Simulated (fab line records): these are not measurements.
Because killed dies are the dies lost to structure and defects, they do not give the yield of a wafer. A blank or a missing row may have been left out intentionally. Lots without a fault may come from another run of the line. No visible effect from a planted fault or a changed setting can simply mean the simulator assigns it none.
8D (eight disciplines) problem report, filled in by code | flow nand harc | the parts of the form that need people (team, actions taken, sign-off) are left out

## 1. THE ISSUE
raw defect count at NHARC_A_ZERO_WELL_INSPECT_17 reads a mean of 1196 on 6 wafers of 2 lots; wafers without a fault read 11 with a standard deviation of 6. That is +99 or more standard deviations from the usual mean.
The first sign was on wafer L705.2 at day 9 03:41, on defect inspect-02. Wafers with a number at this step in the record: 36, from 12 lots. Rule for "out", or "out of limits": more than 4 standard deviations from the usual mean. Any other wafer with a number is counted as sound.

## 2. WHAT IT IS, AND WHAT IT ISN'T
question                    | is                     | is not
which readings at this step | raw defect count       | -
which lots                  | L705, L708             | L694, L696, L697, L698, L700, L702, L704, L710, L714, L717
which wafers of those lots  | all that have a number | -
read on which gauges        | defect inspect-02      | defect inspect-01
when                        | from day 9 03:41       | up to then (18 sound wafers); but 12 sound wafers of L704, L710, L714, L717 came after

## 3. SUSPECTS, AND WHAT RULES EACH OUT
Counting: a tool at any process step up to the reading remains a suspect when it ran all the lots that are out and ran no sound lot after the first of those.
- the gauge at NHARC_A_ZERO_WELL_INSPECT_17: kept. All the wafers that are out were read on defect inspect-02, and no step on other tools shows them out.
- rie diel-04 at NHARC_A_ZERO_WELL_DESCUM_12 (chemistry O2, time 3 s): kept. All lots that are out passed through it, beginning with L705 at day 9 01:53, and no sound lot followed; its final sound lot before that point was L697 at day 7 13:36.
- wet bench-06 at NHARC_A_ZERO_WELL_PRECLEAN_22 (cleans in SC1, time 60 s): kept. All lots that are out passed through it, beginning with L705 at day 9 03:21, and no sound lot followed; its final sound lot before that point was L702 at day 8 09:07.
rie diel-04 at NHARC_A_ZERO_WELL_DESCUM_12, wet bench-06 at NHARC_A_ZERO_WELL_PRECLEAN_22 and defect inspect-02 at NHARC_A_ZERO_WELL_INSPECT_17 are what is left after counting.

## 4. THE CAUSE (what the simulator had put in)
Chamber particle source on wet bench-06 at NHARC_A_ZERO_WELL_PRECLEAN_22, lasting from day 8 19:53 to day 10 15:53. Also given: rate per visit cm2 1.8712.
Counting left 3 suspects, and this tool is among them.

## 5. SEQUENCE OF EFFECTS, ordered by route
Each row: a reading whose mean over the struck wafers that have a number lies more than 3 standard deviations from the usual. Only readings whose record carries a usual standard deviation are examined. hours: median over the lots of the time between each lot's start at the first step of this table that gives one and its start at this step. sigmas: the change, counted in usual standard deviations.
hours | step                         | reading          | usual | on struck wafers | change | sigmas
0     | NHARC_A_ZERO_WELL_INSPECT_17 | raw defect count | 11    | 1196             | +1185  | +99 or more
297   | NHARC_END_SORT_01            | killed at array  | 28    | 103              | +75    | +6.8
297   | NHARC_END_SORT_01            | killed dies      | 32    | 106              | +74    | +6.8

## 6. WHAT WOULD HAVE CAUGHT IT SOONER
8 hours passed between the start of the fault at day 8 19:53 and the first reading out of limits at a measuring or inspecting step in this record, taken at day 9 03:41.
Tool readings at NHARC_A_ZERO_WELL_PRECLEAN_22 with a usual standard deviation given in the record: none out on any struck wafer, hence no alarm at a limit of 4 standard deviations on them.
Lots out: 2; of these, L708 started NHARC_A_ZERO_WELL_PRECLEAN_22 on wet bench-06 after day 9 03:41. A tool hold placed at that time would have kept it from harm.
